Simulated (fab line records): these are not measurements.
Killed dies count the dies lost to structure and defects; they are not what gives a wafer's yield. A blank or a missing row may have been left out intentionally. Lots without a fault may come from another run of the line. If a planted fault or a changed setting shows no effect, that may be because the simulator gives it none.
Matching of chambers / flow n5Finfet / N5_BEOL_M6_STRIP_67 on rieDiel-02 has 4 sister chambers
The step strips in CF4. 20 wafers are shown with their chamber, then 10 later ones without.

EACH WAFER AND ITS CHAMBER
wafer=L074.2; chamber=2; drypumpMotorCurrentA (A)=5.8; showerheadPlenumPTorr (Torr)=1.89; throttleValvePct (%)=13.46
wafer=L074.3; chamber=1; drypumpMotorCurrentA (A)=5.2; showerheadPlenumPTorr (Torr)=1.77; throttleValvePct (%)=13.41
wafer=L074.5; chamber=3; drypumpMotorCurrentA (A)=4.9; showerheadPlenumPTorr (Torr)=1.82; throttleValvePct (%)=13.51
wafer=L075.3; chamber=3; drypumpMotorCurrentA (A)=4.9; showerheadPlenumPTorr (Torr)=1.82; throttleValvePct (%)=13.49
wafer=L075.4; chamber=0; drypumpMotorCurrentA (A)=6.1; showerheadPlenumPTorr (Torr)=1.73; throttleValvePct (%)=13.66
wafer=L075.6; chamber=2; drypumpMotorCurrentA (A)=5.8; showerheadPlenumPTorr (Torr)=1.89; throttleValvePct (%)=13.49
wafer=L081.1; chamber=1; drypumpMotorCurrentA (A)=5.2; showerheadPlenumPTorr (Torr)=1.77; throttleValvePct (%)=13.43
wafer=L081.4; chamber=0; drypumpMotorCurrentA (A)=6.2; showerheadPlenumPTorr (Torr)=1.73; throttleValvePct (%)=13.68
wafer=L081.6; chamber=0; drypumpMotorCurrentA (A)=6.1; showerheadPlenumPTorr (Torr)=1.73; throttleValvePct (%)=13.68
wafer=L086.1; chamber=3; drypumpMotorCurrentA (A)=4.9; showerheadPlenumPTorr (Torr)=1.81; throttleValvePct (%)=13.56
wafer=L086.3; chamber=1; drypumpMotorCurrentA (A)=5.2; showerheadPlenumPTorr (Torr)=1.77; throttleValvePct (%)=13.46
wafer=L086.5; chamber=1; drypumpMotorCurrentA (A)=5.2; showerheadPlenumPTorr (Torr)=1.77; throttleValvePct (%)=13.47
wafer=L087.3; chamber=1; drypumpMotorCurrentA (A)=5.2; showerheadPlenumPTorr (Torr)=1.77; throttleValvePct (%)=13.47
wafer=L087.4; chamber=2; drypumpMotorCurrentA (A)=5.8; showerheadPlenumPTorr (Torr)=1.88; throttleValvePct (%)=13.55
wafer=L087.6; chamber=3; drypumpMotorCurrentA (A)=4.9; showerheadPlenumPTorr (Torr)=1.81; throttleValvePct (%)=13.57
wafer=L091.4; chamber=2; drypumpMotorCurrentA (A)=5.8; showerheadPlenumPTorr (Torr)=1.88; throttleValvePct (%)=13.58
wafer=L091.5; chamber=1; drypumpMotorCurrentA (A)=5.2; showerheadPlenumPTorr (Torr)=1.76; throttleValvePct (%)=13.50
wafer=L091.6; chamber=0; drypumpMotorCurrentA (A)=6.1; showerheadPlenumPTorr (Torr)=1.72; throttleValvePct (%)=13.73
wafer=L095.4; chamber=0; drypumpMotorCurrentA (A)=6.1; showerheadPlenumPTorr (Torr)=1.72; throttleValvePct (%)=13.76
wafer=L095.5; chamber=3; drypumpMotorCurrentA (A)=4.8; showerheadPlenumPTorr (Torr)=1.80; throttleValvePct (%)=13.63

SIGNATURES (means of the wafers above)
reading=drypumpMotorCurrentA; chamber 0=6.120; chamber 1=5.200; chamber 2=5.800; chamber 3=4.880; scatter within a chamber=0.0316
reading=showerheadPlenumPTorr; chamber 0=1.7260; chamber 1=1.7683; chamber 2=1.8850; chamber 3=1.8120; scatter within a chamber=0.00604
reading=throttleValvePct; chamber 0=13.7020; chamber 1=13.4567; chamber 2=13.5200; chamber 3=13.5520; scatter within a chamber=0.0455
Rule: for each reading, subtract the chamber's mean from the wafer's reading, divide by that reading's scatter and square the result; add these up over the readings and take the root, which gives the wafer's distance from the chamber. If the next closest chamber is less than 2 further off than the closest, the wafer can't be placed; otherwise it belongs to the closest. The scatter is the square root of a quotient: the sum, over the shown wafers, of each reading's squared deviation from its chamber's mean, divided by wafers minus chambers.

WAFERS WITHOUT THEIR CHAMBER
wafer=L095.6; drypumpMotorCurrentA (A)=5.8; showerheadPlenumPTorr (Torr)=1.88; throttleValvePct (%)=13.59
wafer=L094.1; drypumpMotorCurrentA (A)=5.2; showerheadPlenumPTorr (Torr)=1.76; throttleValvePct (%)=13.51
wafer=L094.3; drypumpMotorCurrentA (A)=5.8; showerheadPlenumPTorr (Torr)=1.88; throttleValvePct (%)=13.58
wafer=L094.5; drypumpMotorCurrentA (A)=6.1; showerheadPlenumPTorr (Torr)=1.72; throttleValvePct (%)=13.75
wafer=L097.2; drypumpMotorCurrentA (A)=4.9; showerheadPlenumPTorr (Torr)=1.80; throttleValvePct (%)=13.63
wafer=L097.3; drypumpMotorCurrentA (A)=6.1; showerheadPlenumPTorr (Torr)=1.72; throttleValvePct (%)=13.77
wafer=L097.5; drypumpMotorCurrentA (A)=5.2; showerheadPlenumPTorr (Torr)=1.76; throttleValvePct (%)=13.51
wafer=L096.3; drypumpMotorCurrentA (A)=4.9; showerheadPlenumPTorr (Torr)=1.80; throttleValvePct (%)=13.63
wafer=L096.5; drypumpMotorCurrentA (A)=6.1; showerheadPlenumPTorr (Torr)=1.72; throttleValvePct (%)=13.76
wafer=L096.6; drypumpMotorCurrentA (A)=5.2; showerheadPlenumPTorr (Torr)=1.76; throttleValvePct (%)=13.52

EACH ONE'S CHAMBER
wafer=L095.6; from the rows above=2; in truth=2
wafer=L094.1; from the rows above=1; in truth=1
wafer=L094.3; from the rows above=2; in truth=2
wafer=L094.5; from the rows above=0; in truth=0
wafer=L097.2; from the rows above=3; in truth=3
wafer=L097.3; from the rows above=0; in truth=0
wafer=L097.5; from the rows above=1; in truth=1
wafer=L096.3; from the rows above=3; in truth=3
wafer=L096.5; from the rows above=0; in truth=0
wafer=L096.6; from the rows above=1; in truth=1
Correct placement for 10 of the 10. Number that these rows cannot place: 0. Number placed wrongly: 0.
